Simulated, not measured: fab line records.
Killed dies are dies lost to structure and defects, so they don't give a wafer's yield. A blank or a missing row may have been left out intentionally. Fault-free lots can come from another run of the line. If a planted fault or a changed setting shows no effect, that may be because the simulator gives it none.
Matching of chambers    flow n5-finfet    N5_MIM_TOP_LITHO_DESCUM_10 on rie-diel-03 has 4 sister chambers
The step chemistry O2, time 7.9 s. 7 wafers are shown with their chamber, then 10 later ones without.

WAFERS WITH THEIR CHAMBER
wafer   chamber  drypump-motor-current-A (A)  showerhead-plenum-p-Torr (Torr)
L078.3  0        6.3                          2.16
L085.1  2        6.0                          1.97
L089.6  3        5.6                          2.10
L091.3  0        6.2                          2.15
L091.5  1        5.1                          2.18
L092.2  3        5.6                          2.10
L092.4  1        5.2                          2.18

WAFERS WITHOUT THEIR CHAMBER
wafer   drypump-motor-current-A (A)  showerhead-plenum-p-Torr (Torr)
L092.5  6.0                          1.97
L093.1  5.2                          2.18
L093.5  6.0                          1.97
L093.6  5.2                          2.18
L095.1  6.0                          1.97
L095.3  6.3                          2.15
L095.5  6.2                          2.15
L097.2  6.3                          2.14
L097.3  6.0                          1.96
L097.4  5.7                          2.10

WHICH CHAMBER EACH ONE RAN IN
wafer   from the rows above  in truth
L092.5  2                    2
L093.1  1                    1
L093.5  2                    2
L093.6  1                    1
L095.1  2                    2
L095.3  0                    0
L095.5  0                    0
L097.2  0                    0
L097.3  2                    2
L097.4  3                    3
Correctly placed: 10 of 10. Can't be placed from these rows: 0. Number placed wrongly: 0.
How it was worked out, from the rows above alone: a wafer's distance from a chamber is the root of the sum, over the readings, of the square of ((its reading less the chamber's mean) divided by the reading's scatter). The wafer belongs to the nearest chamber; if the next one is less than 2 further off, it can't be placed. Each chamber's mean is taken over the wafers shown for it. The scatter: take each reading less its chamber's mean, square it, sum over the shown wafers, divide by the number of wafers less the number of chambers, and take the root.
